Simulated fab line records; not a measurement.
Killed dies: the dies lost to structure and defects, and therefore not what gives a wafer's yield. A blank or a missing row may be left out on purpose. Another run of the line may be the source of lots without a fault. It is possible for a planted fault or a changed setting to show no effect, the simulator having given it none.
Which tool was responsible? / flow n5_finfet / 27 wafers from 9 lots sampled at 6 of the route's 1938 steps

## WHAT EACH GAUGE READ, for each wafer
N5_SD_ACTIVATION_RS_MEAS_03: measurement is done with a four-point probe. Usual: RS_SD_N 21.89 ohm/sq, standard deviation 0.29; RS_SD_P 55.8 ohm/sq, standard deviation 0.98.
lot=L948; measured=day 3 10:08; on=film_metro-01; RS_SD_N (ohm/sq)=21.68 21.87 22.08; RS_SD_P (ohm/sq)=56.0 55.7 56.5; flag=
lot=L949; measured=day 3 15:11; on=film_metro-02; RS_SD_N (ohm/sq)=22.08 22.12 22.21; RS_SD_P (ohm/sq)=55.6 54.7 55.4; flag=
lot=L950; measured=day 4 01:01; on=film_metro-01; RS_SD_N (ohm/sq)=21.88 22.02 21.77; RS_SD_P (ohm/sq)=54.6 55.1 54.1; flag=
lot=L951; measured=day 4 04:20; on=film_metro-01; RS_SD_N (ohm/sq)=21.80 21.76 21.42; RS_SD_P (ohm/sq)=55.9 56.8 55.8; flag=
lot=L956; measured=day 5 11:20; on=film_metro-01; RS_SD_N (ohm/sq)=22.15 22.31 21.98; RS_SD_P (ohm/sq)=56.1 56.9 56.4; flag=
lot=L957; measured=day 5 17:14; on=film_metro-02; RS_SD_N (ohm/sq)=23.44 23.15 23.39; RS_SD_P (ohm/sq)=57.4 56.5 55.8; flag=OFF
lot=L959; measured=day 6 05:24; on=film_metro-01; RS_SD_N (ohm/sq)=23.70 23.72 23.64; RS_SD_P (ohm/sq)=55.2 54.6 55.2; flag=OFF
lot=L969; measured=day 8 17:43; on=film_metro-01; RS_SD_N (ohm/sq)=21.78 21.94 21.77; RS_SD_P (ohm/sq)=55.0 55.9 56.2; flag=
lot=L971; measured=day 9 04:53; on=film_metro-02; RS_SD_N (ohm/sq)=21.69 22.06 22.42; RS_SD_P (ohm/sq)=56.4 55.8 56.2; flag=

N5_ILD0_THK_MEAS_04. Usual: 197.6 nm for thk_nm, sd 0.89.
lot=L948; measured=day 3 13:14; on=film_metro-02; thk_nm (nm)=197.8 197.7 196.8; flag=
lot=L949; measured=day 3 18:17; on=film_metro-01; thk_nm (nm)=198.1 197.3 197.0; flag=
lot=L950; measured=day 4 04:02; on=film_metro-01; thk_nm (nm)=198.3 198.4 198.0; flag=
lot=L951; measured=day 4 07:20; on=film_metro-01; thk_nm (nm)=198.1 197.8 198.2; flag=
lot=L956; measured=day 5 14:20; on=film_metro-02; thk_nm (nm)=198.0 197.6 196.3; flag=
lot=L957; measured=day 5 20:14; on=film_metro-02; thk_nm (nm)=197.6 198.0 197.6; flag=
lot=L959; measured=day 6 08:25; on=film_metro-02; thk_nm (nm)=198.1 198.7 197.5; flag=
lot=L969; measured=day 8 20:51; on=film_metro-01; thk_nm (nm)=196.3 197.7 197.6; flag=
lot=L971; measured=day 9 07:52; on=film_metro-01; thk_nm (nm)=198.4 196.9 198.6; flag=

N5_BEOL_M4_RC_MEAS_101. Usual: DIBL_N 36.0 mV/V, standard deviation 1.4; DIBL_P 36.1 mV/V, standard deviation 1.4; IOFF_N 0.153 nA/um, standard deviation 0.02; IOFF_P 0.211 nA/um, standard deviation 0.026; ION_N 673 uA/um, standard deviation 8.7; ION_P 463 uA/um, standard deviation 6.7; RC_DENSE_N 18.9 ohm.um, standard deviation 0.35; RC_N 15.42 ohm.um, standard deviation 0.28; REXT_N 75.6 ohm.um, standard deviation 1.8; RS_SD_N 28.3 ohm/sq, standard deviation 0.35; SS_N 71.5 mV/dec, standard deviation 0.5; SS_P 73.3 mV/dec, standard deviation 0.54; VT_N 250.1 mV, standard deviation 2.4; VT_P -250.2 mV, standard deviation 2.9.
lot=L948; measured=day 8 12:31; on=prober-02; DIBL_N (mV/V)=35.0 34.5 35.7; DIBL_P (mV/V)=36.0 34.9 36.5; IOFF_N (nA/um)=0.147 0.134 0.149; IOFF_P (nA/um)=0.215 0.201 0.231; ION_N (uA/um)=681 671 675; ION_P (uA/um)=478 469 472; RC_DENSE_N (ohm.um)=19.0 18.7 18.1; RC_N (ohm.um)=15.28 15.25 14.87; REXT_N (ohm.um)=79.0 77.5 78.2; RS_SD_N (ohm/sq)=28.4 28.2 28.6; SS_N (mV/dec)=70.4 71.1 71.2; SS_P (mV/dec)=72.5 72.2 72.7; VT_N (mV)=248.7 251.1 250.3; VT_P (mV)=-247.8 -247.9 -247.5; flag=
lot=L949; measured=day 8 12:46; on=prober-01; DIBL_N (mV/V)=36.9 34.7 35.8; DIBL_P (mV/V)=35.7 33.8 34.9; IOFF_N (nA/um)=0.169 0.130 0.143; IOFF_P (nA/um)=0.195 0.173 0.187; ION_N (uA/um)=674 668 673; ION_P (uA/um)=459 460 456; RC_DENSE_N (ohm.um)=18.2 18.6 18.6; RC_N (ohm.um)=14.89 15.29 15.29; REXT_N (ohm.um)=74.2 75.2 75.5; RS_SD_N (ohm/sq)=29.1 28.7 28.8; SS_N (mV/dec)=72.0 71.6 71.6; SS_P (mV/dec)=73.6 72.5 73.9; VT_N (mV)=250.0 255.9 253.5; VT_P (mV)=-252.6 -253.0 -253.9; flag=
lot=L950; measured=day 9 12:45; on=prober-01; DIBL_N (mV/V)=35.9 34.6 34.8; DIBL_P (mV/V)=37.2 35.3 35.5; IOFF_N (nA/um)=0.165 0.135 0.134; IOFF_P (nA/um)=0.230 0.205 0.207; ION_N (uA/um)=680 672 662; ION_P (uA/um)=463 465 465; RC_DENSE_N (ohm.um)=19.3 19.5 19.0; RC_N (ohm.um)=15.76 15.79 15.46; REXT_N (ohm.um)=76.8 78.5 76.7; RS_SD_N (ohm/sq)=27.7 28.6 28.2; SS_N (mV/dec)=71.5 71.2 71.1; SS_P (mV/dec)=74.1 73.6 73.3; VT_N (mV)=247.7 252.1 254.0; VT_P (mV)=-247.0 -247.1 -249.6; flag=
lot=L951; measured=day 8 20:49; on=prober-01; DIBL_N (mV/V)=38.0 37.3 37.5; DIBL_P (mV/V)=35.9 34.0 34.4; IOFF_N (nA/um)=0.154 0.138 0.139; IOFF_P (nA/um)=0.196 0.168 0.178; ION_N (uA/um)=667 668 671; ION_P (uA/um)=454 448 457; RC_DENSE_N (ohm.um)=18.6 19.1 19.2; RC_N (ohm.um)=15.22 15.51 15.54; REXT_N (ohm.um)=75.7 75.3 74.1; RS_SD_N (ohm/sq)=28.1 27.8 27.8; SS_N (mV/dec)=71.5 71.7 71.3; SS_P (mV/dec)=73.9 72.9 73.1; VT_N (mV)=250.2 249.0 252.9; VT_P (mV)=-250.9 -253.1 -254.4; flag=
lot=L956; measured=day 10 23:22; on=prober-01; DIBL_N (mV/V)=37.4 36.4 38.7; DIBL_P (mV/V)=38.2 36.8 39.7; IOFF_N (nA/um)=0.177 0.162 0.215; IOFF_P (nA/um)=0.241 0.219 0.275; ION_N (uA/um)=680 678 690; ION_P (uA/um)=465 466 469; RC_DENSE_N (ohm.um)=18.6 18.6 18.4; RC_N (ohm.um)=15.28 15.21 15.11; REXT_N (ohm.um)=77.1 77.9 77.0; RS_SD_N (ohm/sq)=28.6 28.4 28.4; SS_N (mV/dec)=72.0 71.5 72.2; SS_P (mV/dec)=73.2 72.6 73.7; VT_N (mV)=249.7 248.2 247.5; VT_P (mV)=-247.3 -247.1 -246.1; flag=
lot=L957; measured=day 11 06:45; on=prober-01; DIBL_N (mV/V)=32.8 32.5 33.9; DIBL_P (mV/V)=35.7 35.0 36.7; IOFF_N (nA/um)=0.113 0.103 0.122; IOFF_P (nA/um)=0.202 0.192 0.220; ION_N (uA/um)=647 651 663; ION_P (uA/um)=464 464 470; RC_DENSE_N (ohm.um)=20.4 20.8 20.2; RC_N (ohm.um)=16.61 16.99 16.40; REXT_N (ohm.um)=85.8 86.8 85.2; RS_SD_N (ohm/sq)=30.4 30.1 30.2; SS_N (mV/dec)=70.9 70.3 71.6; SS_P (mV/dec)=73.1 73.6 73.2; VT_N (mV)=254.6 256.6 253.7; VT_P (mV)=-249.8 -248.7 -248.1; flag=OFF
lot=L959; measured=day 11 22:42; on=prober-02; DIBL_N (mV/V)=32.0 32.5 34.7; DIBL_P (mV/V)=35.3 35.4 38.1; IOFF_N (nA/um)=0.102 0.113 0.139; IOFF_P (nA/um)=0.196 0.199 0.238; ION_N (uA/um)=637 664 660; ION_P (uA/um)=457 462 470; RC_DENSE_N (ohm.um)=20.5 20.9 20.7; RC_N (ohm.um)=16.86 17.20 16.75; REXT_N (ohm.um)=83.1 83.7 83.4; RS_SD_N (ohm/sq)=30.7 30.7 30.6; SS_N (mV/dec)=71.1 70.8 71.8; SS_P (mV/dec)=73.2 73.5 73.6; VT_N (mV)=258.6 257.2 253.9; VT_P (mV)=-250.8 -251.9 -248.4; flag=OFF
lot=L969; measured=day 15 11:11; on=prober-02; DIBL_N (mV/V)=34.5 33.6 34.5; DIBL_P (mV/V)=36.3 33.6 35.7; IOFF_N (nA/um)=0.150 0.121 0.142; IOFF_P (nA/um)=0.208 0.162 0.187; ION_N (uA/um)=664 659 665; ION_P (uA/um)=459 449 454; RC_DENSE_N (ohm.um)=18.8 19.0 19.3; RC_N (ohm.um)=15.36 15.49 15.69; REXT_N (ohm.um)=77.9 78.6 77.9; RS_SD_N (ohm/sq)=28.4 28.3 28.4; SS_N (mV/dec)=70.8 70.5 70.2; SS_P (mV/dec)=73.9 73.1 72.9; VT_N (mV)=246.7 250.9 249.3; VT_P (mV)=-250.5 -253.8 -254.0; flag=
lot=L971; measured=day 14 15:33; on=prober-01; DIBL_N (mV/V)=34.3 33.8 34.8; DIBL_P (mV/V)=36.0 35.2 36.4; IOFF_N (nA/um)=0.141 0.135 0.147; IOFF_P (nA/um)=0.198 0.188 0.205; ION_N (uA/um)=673 665 668; ION_P (uA/um)=466 460 463; RC_DENSE_N (ohm.um)=18.7 19.2 18.8; RC_N (ohm.um)=15.20 15.54 15.49; REXT_N (ohm.um)=78.2 79.7 79.0; RS_SD_N (ohm/sq)=27.8 28.5 28.7; SS_N (mV/dec)=71.7 71.2 71.6; SS_P (mV/dec)=73.2 73.0 73.7; VT_N (mV)=251.4 251.8 250.1; VT_P (mV)=-252.4 -251.7 -252.6; flag=

## TOOL THAT RAN EACH LOT (tool first, then ch and the chambers of the sampled wafers, then the start)
lot=L948; N5_SD_EPI_N_EPI_21=epi_rpcvd-03 ch 0, day 3 02:19; N5_SD_EPI_P_ETCHBACK_46=rie_diel-02 ch 2,3, day 3 05:33; N5_SD_ACTIVATION_LSA_01=laser_anneal-01 ch 0, day 3 09:56
lot=L949; N5_SD_EPI_N_EPI_21=epi_rpcvd-02 ch 0, day 3 08:08; N5_SD_EPI_P_ETCHBACK_46=rie_diel-03 ch 2,3, day 3 11:25; N5_SD_ACTIVATION_LSA_01=laser_anneal-02 ch 0, day 3 14:59
lot=L950; N5_SD_EPI_N_EPI_21=epi_rpcvd-02 ch 0, day 3 15:33; N5_SD_EPI_P_ETCHBACK_46=rie_diel-06 ch 2,3, day 3 19:19; N5_SD_ACTIVATION_LSA_01=laser_anneal-01 ch 0, day 4 00:49
lot=L951; N5_SD_EPI_N_EPI_21=epi_rpcvd-02 ch 0, day 3 21:10; N5_SD_EPI_P_ETCHBACK_46=rie_diel-06 ch 1,2, day 4 00:17; N5_SD_ACTIVATION_LSA_01=laser_anneal-02 ch 0, day 4 04:08
lot=L956; N5_SD_EPI_N_EPI_21=epi_rpcvd-02 ch 0, day 5 02:38; N5_SD_EPI_P_ETCHBACK_46=rie_diel-02 ch 0,3, day 5 05:36; N5_SD_ACTIVATION_LSA_01=laser_anneal-01 ch 0, day 5 11:08
lot=L957; N5_SD_EPI_N_EPI_21=epi_rpcvd-02 ch 0, day 5 08:38; N5_SD_EPI_P_ETCHBACK_46=rie_diel-02 ch 1,2,3, day 5 11:31; N5_SD_ACTIVATION_LSA_01=laser_anneal-02 ch 0, day 5 17:02
lot=L959; N5_SD_EPI_N_EPI_21=epi_rpcvd-02 ch 0, day 5 21:44; N5_SD_EPI_P_ETCHBACK_46=rie_diel-03 ch 2,3, day 6 00:49; N5_SD_ACTIVATION_LSA_01=laser_anneal-01 ch 0, day 6 05:11
lot=L969; N5_SD_EPI_N_EPI_21=epi_rpcvd-02 ch 0, day 8 10:47; N5_SD_EPI_P_ETCHBACK_46=rie_diel-06 ch 1,2, day 8 13:45; N5_SD_ACTIVATION_LSA_01=laser_anneal-02 ch 0, day 8 17:32
lot=L971; N5_SD_EPI_N_EPI_21=epi_rpcvd-02 ch 0, day 8 22:20; N5_SD_EPI_P_ETCHBACK_46=rie_diel-06 ch 0,2,3, day 9 01:05; N5_SD_ACTIVATION_LSA_01=laser_anneal-02 ch 0, day 9 04:42
- N5_SD_EPI_N_EPI_21: deposits Si:P, time 690 s.
- N5_SD_EPI_P_ETCHBACK_46: etches SiNx in CH3F/O2, stops on SiO2, target depth 17.5 nm.
- N5_SD_ACTIVATION_LSA_01: time 0.0008 s.

## AS READ BY THE TOOLS THEMSELVES (means over the sampled wafers that have a number; for cases with no such wafer, the mark the record gives instead)
N5_SD_EPI_N_EPI_21. Usual: 680.0 C for susceptor_temp_C, sd 0.33.
lot=L948; tool=epi_rpcvd-03; susceptor_temp_C (C)=680.0; flag=
lot=L949; tool=epi_rpcvd-02; susceptor_temp_C (C)=679.8; flag=
lot=L950; tool=epi_rpcvd-02; susceptor_temp_C (C)=680.2; flag=
lot=L951; tool=epi_rpcvd-02; susceptor_temp_C (C)=680.3; flag=
lot=L956; tool=epi_rpcvd-02; susceptor_temp_C (C)=679.8; flag=
lot=L957; tool=epi_rpcvd-02; susceptor_temp_C (C)=680.0; flag=
lot=L959; tool=epi_rpcvd-02; susceptor_temp_C (C)=679.7; flag=
lot=L969; tool=epi_rpcvd-02; susceptor_temp_C (C)=680.3; flag=
lot=L971; tool=epi_rpcvd-02; susceptor_temp_C (C)=680.7; flag=

N5_SD_EPI_P_ETCHBACK_46. Usual: CH3F_flow_sccm 30.01 sccm, standard deviation 0.09; drypump_motor_current_A 5.7 A, standard deviation 0.44; oes_product_au 0.69 a.u., standard deviation 0.078; rf_vpp_V 299.7 V, standard deviation 1.9; showerhead_plenum_p_Torr 2.01 Torr, standard deviation 0.082; throttle_valve_pct 16.31 %, standard deviation 0.21.
lot=L948; tool=rie_diel-02; CH3F_flow_sccm (sccm)=30.06; drypump_motor_current_A (A)=5.7; oes_product_au (a.u.)=0.66; rf_vpp_V (V)=299.3; showerhead_plenum_p_Torr (Torr)=2.06; throttle_valve_pct (%)=16.11; flag=
lot=L949; tool=rie_diel-03; CH3F_flow_sccm (sccm)=30.11; drypump_motor_current_A (A)=6.0; oes_product_au (a.u.)=0.65; rf_vpp_V (V)=298.9; showerhead_plenum_p_Torr (Torr)=2.02; throttle_valve_pct (%)=16.39; flag=
lot=L950; tool=rie_diel-06; CH3F_flow_sccm (sccm)=30.00; drypump_motor_current_A (A)=5.9; oes_product_au (a.u.)=0.74; rf_vpp_V (V)=299.3; showerhead_plenum_p_Torr (Torr)=1.95; throttle_valve_pct (%)=16.08; flag=
lot=L951; tool=rie_diel-06; CH3F_flow_sccm (sccm)=29.99; drypump_motor_current_A (A)=5.8; oes_product_au (a.u.)=0.67; rf_vpp_V (V)=298.7; showerhead_plenum_p_Torr (Torr)=1.87; throttle_valve_pct (%)=16.33; flag=
lot=L956; tool=rie_diel-02; CH3F_flow_sccm (sccm)=30.05; drypump_motor_current_A (A)=5.1; oes_product_au (a.u.)=0.61; rf_vpp_V (V)=298.4; showerhead_plenum_p_Torr (Torr)=2.05; throttle_valve_pct (%)=16.42; flag=
lot=L957; tool=rie_diel-02; CH3F_flow_sccm (sccm)=29.97; drypump_motor_current_A (A)=5.6; oes_product_au (a.u.)=0.64; rf_vpp_V (V)=298.4; showerhead_plenum_p_Torr (Torr)=2.05; throttle_valve_pct (%)=16.21; flag=
lot=L959; tool=rie_diel-03; CH3F_flow_sccm (sccm)=30.02; drypump_motor_current_A (A)=6.1; oes_product_au (a.u.)=0.64; rf_vpp_V (V)=299.3; showerhead_plenum_p_Torr (Torr)=2.02; throttle_valve_pct (%)=16.43; flag=
lot=L969; tool=rie_diel-06; CH3F_flow_sccm (sccm)=29.88; drypump_motor_current_A (A)=5.5; oes_product_au (a.u.)=0.63; rf_vpp_V (V)=299.2; showerhead_plenum_p_Torr (Torr)=1.87; throttle_valve_pct (%)=16.51; flag=
lot=L971; tool=rie_diel-06; CH3F_flow_sccm (sccm)=30.09; drypump_motor_current_A (A)=5.8; oes_product_au (a.u.)=0.73; rf_vpp_V (V)=299.9; showerhead_plenum_p_Torr (Torr)=1.97; throttle_valve_pct (%)=16.16; flag=

N5_SD_ACTIVATION_LSA_01. Usual: 1084.1 for wafer_temp_C_max, sd 0.87.
lot=L948 tool=laser_anneal-01 wafer_temp_C_max=1084.1 flag=
lot=L949 tool=laser_anneal-02 wafer_temp_C_max=1084.1 flag=
lot=L950 tool=laser_anneal-01 wafer_temp_C_max=1084.0 flag=
lot=L951 tool=laser_anneal-02 wafer_temp_C_max=1084.5 flag=
lot=L956 tool=laser_anneal-01 wafer_temp_C_max=1083.5 flag=
lot=L957 tool=laser_anneal-02 wafer_temp_C_max=1084.5 flag=
lot=L959 tool=laser_anneal-01 wafer_temp_C_max=1084.4 flag=
lot=L969 tool=laser_anneal-02 wafer_temp_C_max=1085.6 flag=
lot=L971 tool=laser_anneal-02 wafer_temp_C_max=1083.7 flag=

## THE ANSWER, worked out from the rows above alone
Rule: a lot is off if the mean of its wafers that have a number lies more than 3 standard deviations from the usual mean. Also off: a lot with no number at a reading for which 4 or more lots have one. All remaining lots with rows at the step are treated as sound. The gauges are gone through in route order, then the tools' own readings, and for those a lot's mean is taken as printed above. At the first step where some lot is off, the reading lying furthest off is the one used; lots without a number count as furthest.
Off: L957, L959, at N5_SD_ACTIVATION_RS_MEAS_03 (RS_SD_N).
If a tool, at a process step before that reading, ran all the lots that are off and no sound lot after the first of them, it fits. Not tried: the gauges at N5_SD_ACTIVATION_RS_MEAS_03; whatever is off there is also off at N5_BEOL_M4_RC_MEAS_101, on other tools, and gauge error can't account for it. Not one of the candidates tried fits.

## WHAT THE SIMULATOR HAD INSERTED
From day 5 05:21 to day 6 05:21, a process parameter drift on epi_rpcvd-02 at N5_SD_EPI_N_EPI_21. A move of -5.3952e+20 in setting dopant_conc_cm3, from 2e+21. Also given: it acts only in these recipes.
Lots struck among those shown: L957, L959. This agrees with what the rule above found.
